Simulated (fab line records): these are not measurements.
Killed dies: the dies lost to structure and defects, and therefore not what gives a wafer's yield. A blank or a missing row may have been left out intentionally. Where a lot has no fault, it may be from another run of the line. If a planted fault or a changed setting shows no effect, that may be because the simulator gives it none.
fab line records | flow nand-harc
record: lots: 13 | wafers: 39 | last-day: 32
route steps=1302 shown A_DECK1_JOINT@528 A_ONON_D2@566 A_CHANNEL_FILL_D2@614
lots that met no fault: from a run of the same line without faults
start-h: hours from the record's opening day to when the first of the lot's shown wafers began | wait-h: hours since the lot's step before | " as in the row above | L1.1+2: a row that stands for several wafers | - value missing, or start not given | * or withheld: withheld | < > ~ a bound
route shown NAME@n: names a module that has steps shown in the file, with the first one's number in the route | usual: mean/standard deviation taken from wafers without a fault | same: alike in all rows | chamber/n: place in a boat | sites: per-site readings | _std_site: how widely they spread, as a standard deviation | _edge_site: mean of outer sites minus mean of inner sites | radius-mm: how far each site lies from the wafer's centre | mask NAME#n: copy n | behind: the last tool/chamber to shape the wafer | hold: why the lot went on hold/how many hours it stayed there/how the hold came to an end | device: transistor that didn't switch, given as n, p or np | end of line: at the end of the route, the tests of the same wafers | where a step has no rows: the recipe by itself | killed: dies that structure and defects cost at the first sort, which is not the same as the wafer's yield | map: dies across one wafer; x = killed, . = not, _ = none there
set.NAME: the setting as run; set.NAME@STEP: as run at that earlier step | model.NAME: the simulator's own value behind a step, which no gauge read
one table for each step of the route and one row for each wafer, over a sample of lots
services: when a tool's chamber went out of use (start-h, in hours from the record's first day, below 0 if earlier), for how many hours, and the reason
== steps ==
step: NHARC_A_DECK1_JOINT_THK_MEAS_14
recipe: thk-meas-gauge: ellipsometry
usual: thk-nm: 51.7/1.7
lot.wafer | tool          | chamber | start-h | wait-h | thk-nm
L321.2    | film-metro-02 | -       | 249.32  | 0.2    | 51.4
L321.3    | "             | -       | "       | "      | 50.9
L321.4    | "             | -       | "       | "      | 50.7
L324.2    | film-metro-01 | -       | 283.61  | 0.2    | 50.4
L324.3    | "             | -       | "       | "      | 55.1
L324.4    | "             | -       | "       | "      | 50.1
L327.2    | film-metro-01 | -       | 316.06  | 0.2    | 52.2
L327.3    | "             | -       | "       | "      | 52.1
L327.5    | "             | -       | "       | "      | 53.5
L328.1    | film-metro-02 | -       | 316.06  | 0.2    | 54.5
L328.3    | "             | -       | "       | "      | 47.7
L328.5    | "             | -       | "       | "      | 49.4
L329.2    | film-metro-02 | -       | 327.34  | 0.2    | 50.7
L329.4    | "             | -       | "       | "      | 53.4
L329.5    | "             | -       | "       | "      | 48.9
L331.1    | film-metro-01 | -       | 338.46  | 0.2    | 48.5
L331.3    | "             | -       | "       | "      | 53.7
L331.4    | "             | -       | "       | "      | 50.1
L330.1    | film-metro-02 | -       | 338.47  | 0.2    | 52.9
L330.3    | "             | -       | "       | "      | 52.7
L330.4    | "             | -       | "       | "      | 49.4
L332.3    | film-metro-01 | -       | 356.12  | 0.2    | 48.9
L332.5    | "             | -       | "       | "      | 52.9
L332.6    | "             | -       | "       | "      | 54.0
L337.3    | film-metro-01 | -       | 407.63  | 0.2    | 53.1
L337.4    | "             | -       | "       | "      | 51.1
L337.5    | "             | -       | "       | "      | 50.9
L338.3    | film-metro-02 | -       | 430.60  | 0.2    | 52.6
L338.4    | "             | -       | "       | "      | 51.1
L338.5    | "             | -       | "       | "      | 54.1
L340.2    | film-metro-01 | -       | 445.96  | 0.2    | 49.8
L340.3    | "             | -       | "       | "      | 51.8
L340.6    | "             | -       | "       | "      | 48.6
L341.1    | film-metro-01 | -       | 459.57  | 0.2    | 51.9
L341.3    | "             | -       | "       | "      | 52.9
L341.4    | "             | -       | "       | "      | 48.7
L343.3    | film-metro-01 | -       | 459.70  | 0.2    | 52.4
L343.5    | "             | -       | "       | "      | 51.7
L343.6    | "             | -       | "       | "      | 53.1
step: NHARC_A_ONON_D2_DEP_33
recipe: target-thk-a: 2000 | temp-c: 400 | pressure-torr: 6.5 | rf-w: 900 | teos-flow-sccm: 161.4 | flow-sccm: 2650 | target-thk-nm: 200 | gas: O2 | material: SiO2
usual: heater-power-w: 565/96 | throttle-valve-pct: 15.8/0.61
lot.wafer | tool     | chamber | start-h | wait-h | heater-power-w | throttle-valve-pct
L321.3    | pecvd-04 | 0       | 288.62  | 0.5    | 501            | 16.8
L321.2    | "        | 1       | "       | "      | 641            | 15.8
L321.4    | "        | 0       | "       | "      | 507            | 16.6
L324.3    | pecvd-03 | 1       | 321.15  | 0.1    | 486            | 15.7
L324.2    | "        | 2       | "       | "      | 630            | 15.5
L324.4    | "        | 2       | "       | "      | 641            | 15.4
L328.3    | pecvd-04 | 2       | 351.93  | 0.1    | 721            | 15.3
L328.1    | "        | 0       | "       | "      | 459            | 16.9
L328.5    | "        | 2       | "       | "      | 708            | 15.5
L327.2    | pecvd-01 | 1       | 351.94  | 0.1    | 673            | 15.2
L327.3    | "        | 2       | "       | "      | 641            | 15.3
L327.5    | "        | 1       | "       | "      | 680            | 15.4
L329.2    | pecvd-01 | 2       | 367.62  | 0.1    | 590            | 15.1
L329.5    | "        | 0       | "       | "      | 502            | 15.1
L329.4    | "        | 1       | "       | "      | 751            | 15.2
L331.1    | pecvd-04 | 0       | 374.12  | 0.1    | 483            | 16.7
L331.3    | "        | 1       | "       | "      | 511            | 16.3
L331.4    | "        | 1       | "       | "      | 514            | 16.1
L330.3    | pecvd-01 | 1       | 374.47  | 0.1    | 685            | 15.3
L330.1    | "        | 2       | "       | "      | 624            | 15.6
L330.4    | "        | 1       | "       | "      | 688            | 15.3
L332.3    | pecvd-04 | 0       | 394.00  | 0.1    | 438            | 16.9
L332.6    | "        | 0       | "       | "      | 447            | 16.8
L332.5    | "        | 1       | "       | "      | 567            | 16.0
L337.3    | pecvd-03 | 2       | 452.61  | 0.1    | 626            | 15.7
L337.4    | "        | 1       | "       | "      | 534            | 15.3
L337.5    | "        | 0       | "       | "      | 415            | 16.3
L338.3    | pecvd-04 | 2       | 470.06  | 0.1    | 542            | 15.0
L338.5    | "        | 1       | "       | "      | 593            | 15.7
L338.4    | "        | 2       | "       | "      | 598            | 15.1
L340.3    | pecvd-04 | 2       | 481.55  | 0.1    | 704            | 15.3
L340.2    | "        | 0       | "       | "      | 541            | 16.4
L340.6    | "        | 0       | "       | "      | 402            | 16.5
L343.3    | pecvd-04 | 2       | 497.30  | 0.2    | 566            | 15.2
L343.5    | "        | 0       | "       | "      | 470            | 16.6
L343.6    | "        | 1       | "       | "      | 578            | 15.5
L341.1    | pecvd-04 | 1       | 497.52  | 0.1    | 487            | 15.7
L341.3    | "        | 0       | "       | "      | 506            | 16.5
L341.4    | "        | 0       | "       | "      | 527            | 16.7
step: NHARC_A_CHANNEL_FILL_D2_ALD_14
recipe: target-thk-a: 25 | pulse-time-s: 10 | ald-cycles: 25 | temp-c: 300 | material: SiO2
usual: ald-cycles: 25/0 | heater-power-w: 483/49 | precursor-pulse-height-rel: 0.999/0.019
lot.wafer | tool      | chamber | start-h | wait-h | ald-cycles | heater-power-w | precursor-pulse-height-rel
L321.4    | ald-hk-02 | 1       | 310.12  | 0.0    | 25         | 526            | 1.030
L321.2    | "         | 3       | "       | "      | 25         | 413            | 1.013
L321.3    | "         | 0       | "       | "      | 25         | 472            | 0.987
L324.2    | ald-hk-03 | 1       | 341.66  | 0.1    | 25         | 552            | 1.005
L324.3    | "         | 2       | "       | "      | 25         | 451            | 1.003
L324.4    | "         | 3       | "       | "      | 25         | 506            | 1.017
L328.3    | ald-hk-03 | 0       | 370.99  | 0.0    | 25         | 441            | 0.959
L328.1    | "         | 1       | "       | "      | 25         | 556            | 1.012
L328.5    | "         | 1       | "       | "      | 25         | 542            | 1.005
L327.3    | ald-hk-04 | 2       | 371.00  | 0.0    | 25         | 562            | 0.955
L327.2    | "         | 0       | "       | "      | 25         | 511            | 1.012
L327.5    | "         | 3       | "       | "      | 25         | 483            | 1.005
L329.4    | ald-hk-03 | 2       | 388.18  | 0.0    | 25         | 448            | 0.999
L329.2    | "         | 3       | "       | "      | 25         | 489            | 0.988
L329.5    | "         | 3       | "       | "      | 25         | 507            | 1.005
L331.3    | ald-hk-04 | 2       | 397.01  | 0.0    | 25         | 563            | 0.996
L331.1    | "         | 0       | "       | "      | 25         | 510            | 1.012
L331.4    | "         | 1       | "       | "      | 25         | 482            | 0.954
L330.4    | ald-hk-02 | 0       | 402.41  | 1.3    | 25         | 451            | 0.986
L330.1    | "         | 1       | "       | "      | 25         | 477            | 1.009
L330.3    | "         | 2       | "       | "      | 25         | 374            | 1.020
L332.3    | ald-hk-04 | 1       | 415.41  | 0.1    | 25         | 494            | 0.963
L332.6    | "         | 3       | "       | "      | 25         | 483            | 1.021
L332.5    | "         | 0       | "       | "      | 25         | 504            | 0.942
L337.4    | ald-hk-04 | 3       | 471.97  | 0.1    | 21         | 461            | 1.008
L337.3    | "         | 1       | "       | "      | 25         | 506            | 0.991
L337.5    | "         | 2       | "       | "      | 25         | 570            | 1.036
L338.4    | ald-hk-04 | 1       | 490.59  | 0.1    | 21         | 517            | 1.003
L338.3    | "         | 2       | "       | "      | 25         | 580            | 0.968
L338.5    | "         | 1       | "       | "      | 25         | 512            | 1.017
L340.2    | ald-hk-03 | 3       | 502.19  | 0.0    | 25         | 520            | 0.995
L340.3    | "         | 1       | "       | "      | 25         | 567            | 0.977
L340.6    | "         | 3       | "       | "      | 25         | 521            | 1.008
L343.3    | ald-hk-03 | 2       | 514.70  | 0.2    | 25         | 460            | 0.978
L343.5    | "         | 3       | "       | "      | 25         | 522            | 0.982
L343.6    | "         | 0       | "       | "      | 25         | 450            | 0.979
L341.1    | ald-hk-02 | 1       | 518.71  | 0.0    | 25         | 501            | 1.011
L341.3    | "         | 2       | "       | "      | 25         | 388            | 0.982
L341.4    | "         | 3       | "       | "      | 25         | 453            | 0.992
step: NHARC_A_CHANNEL_FILL_D2_ALD_15
recipe: target-thk-a: 20 | pulse-time-s: 60 | ald-cycles: 19 | temp-c: 630 | pressure-torr: 2 | material: SiNx
usual: ald-cycles: 19/0 | precursor-pulse-height-rel: 0.996/0.018
lot.wafer | tool             | chamber | start-h | wait-h | ald-cycles | precursor-pulse-height-rel
L321.2    | ald-sin-batch-02 | 0       | -       | -      | 19         | 0.963
L321.3    | "                | 0       | "       | "      | 19         | 1.026
L321.4    | "                | 0       | "       | "      | 19         | 0.985
L324.2    | ald-sin-batch-03 | 0       | -       | -      | 19         | 0.988
L324.3    | "                | 0       | "       | "      | 19         | 1.007
L324.4    | "                | 0       | "       | "      | 19         | 1.000
L327.2    | ald-sin-batch-02 | 0       | -       | -      | 19         | 1.008
L327.3    | "                | 0       | "       | "      | 19         | 0.990
L327.5    | "                | 0       | "       | "      | 19         | 0.991
L328.1    | ald-sin-batch-02 | 0       | -       | -      | 19         | 1.019
L328.3    | "                | 0       | "       | "      | 19         | 1.008
L328.5    | "                | 0       | "       | "      | 19         | 0.990
L329.2    | ald-sin-batch-02 | 0       | -       | -      | 19         | 1.019
L329.4    | "                | 0       | "       | "      | 19         | 1.003
L329.5    | "                | 0       | "       | "      | 19         | 0.967
L331.1    | ald-sin-batch-02 | 0       | -       | -      | 19         | 1.013
L331.3    | "                | 0       | "       | "      | 19         | 1.011
L331.4    | "                | 0       | "       | "      | 19         | 0.983
L330.1    | ald-sin-batch-01 | 0       | -       | -      | 19         | 0.997
L330.3    | "                | 0       | "       | "      | 19         | 0.984
L330.4    | "                | 0       | "       | "      | 19         | 1.034
L332.3    | ald-sin-batch-03 | 0       | -       | -      | 19         | 0.978
L332.5    | "                | 0       | "       | "      | 19         | 0.996
L332.6    | "                | 0       | "       | "      | 19         | 0.970
L337.3    | ald-sin-batch-01 | 0       | -       | -      | 19         | 1.027
L337.4    | "                | 0       | "       | "      | 19         | 0.997
L337.5    | "                | 0       | "       | "      | 19         | 0.975
L338.3    | ald-sin-batch-02 | 0       | 493.63  | 2.9    | 19         | 0.973
L338.4    | "                | 0       | "       | "      | 19         | 0.953
L338.5    | "                | 0       | "       | "      | 19         | 0.976
L340.2    | ald-sin-batch-03 | 0       | -       | -      | 19         | 0.975
L340.3    | "                | 0       | "       | "      | 19         | 1.017
L340.6    | "                | 0       | "       | "      | 19         | 1.023
L343.3    | ald-sin-batch-02 | 0       | -       | -      | 19         | 1.000
L343.5    | "                | 0       | "       | "      | 19         | 1.017
L343.6    | "                | 0       | "       | "      | 19         | 1.002
L341.1    | ald-sin-batch-02 | 0       | -       | -      | 19         | 1.003
L341.3    | "                | 0       | "       | "      | 19         | 0.981
L341.4    | "                | 0       | "       | "      | 19         | 1.009
== services ==
tool             | chamber | start-h | hours | kind
ald-sin-batch-02 | -       | 266.00  | 26.0  | pm
pecvd-04         | -       | 269.12  | 13.0  | pm
pecvd-04         | 0       | 269.12  | 13.0  | vent-cycle
pecvd-04         | 1       | 269.12  | 13.0  | vent-cycle
pecvd-04         | 2       | 269.12  | 13.0  | vent-cycle
pecvd-04         | 0       | 282.12  | -     | clean
pecvd-04         | 1       | 282.12  | -     | clean
pecvd-04         | 2       | 282.12  | -     | clean
pecvd-01         | 1       | 287.19  | 4.1   | repair
pecvd-01         | 2       | 289.87  | 2.5   | repair
pecvd-01         | -       | 311.07  | 13.0  | pm
ald-hk-02        | -       | 349.95  | 10.0  | pm
pecvd-03         | -       | 366.93  | 13.0  | pm
ald-hk-02        | -       | 387.72  | 1.7   | repair
ald-hk-03        | -       | 392.02  | 10.0  | pm
ald-sin-batch-03 | -       | 433.07  | 12.4  | repair
ald-sin-batch-02 | -       | 441.96  | 4.9   | repair
pecvd-04         | -       | 450.12  | 13.0  | pm
pecvd-04         | 0       | 450.12  | 13.0  | vent-cycle
pecvd-03         | 1       | 479.31  | 8.4   | repair
ald-sin-batch-01 | -       | 489.44  | 67.1  | repair
pecvd-01         | -       | 492.07  | 13.0  | pm
pecvd-04         | -       | 501.22  | 1.2   | repair
pecvd-03         | 0       | 504.16  | 5.4   | repair
== key ==
first-sign: step: NHARC_A_CHANNEL_FILL_D2_ALD_14 | reading: ald-cycles | direction: down | sigmas: 99+ | usual: 25 | struck: 21
effect none on later readings
met-at NHARC_A_CHANNEL_FILL_D2_ALD_14
struck-lots L337,L338
struck-wafers L337.4,L338.4
tester-left-out L337,L338
not-acting-at NHARC_A_DECK1_JOINT_THK_MEAS_14,NHARC_A_ONON_D2_DEP_33,NHARC_A_CHANNEL_FILL_D2_ALD_15
onset-between 415.41 471.97
fault: kind: process-parameter-drift | tool: ald-hk-04 | chamber: - | onset-h: 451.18 | steps: NHARC_A_CHANNEL_FILL_D2_ALD_14 | channel: ald-cycles | offset: -4 | shape: step | end-h: 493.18 | scope: struck-wafers-only | acts-in: these-recipes-only | stated: 25
tester-left-out: of these lots the tester's yield and bins aren't shown, on N5 and GAA mostly nor the transistor test; their killed dies are dies lost to structure and defects alone, not to doping, threshold or leakage, so they don't give the yield
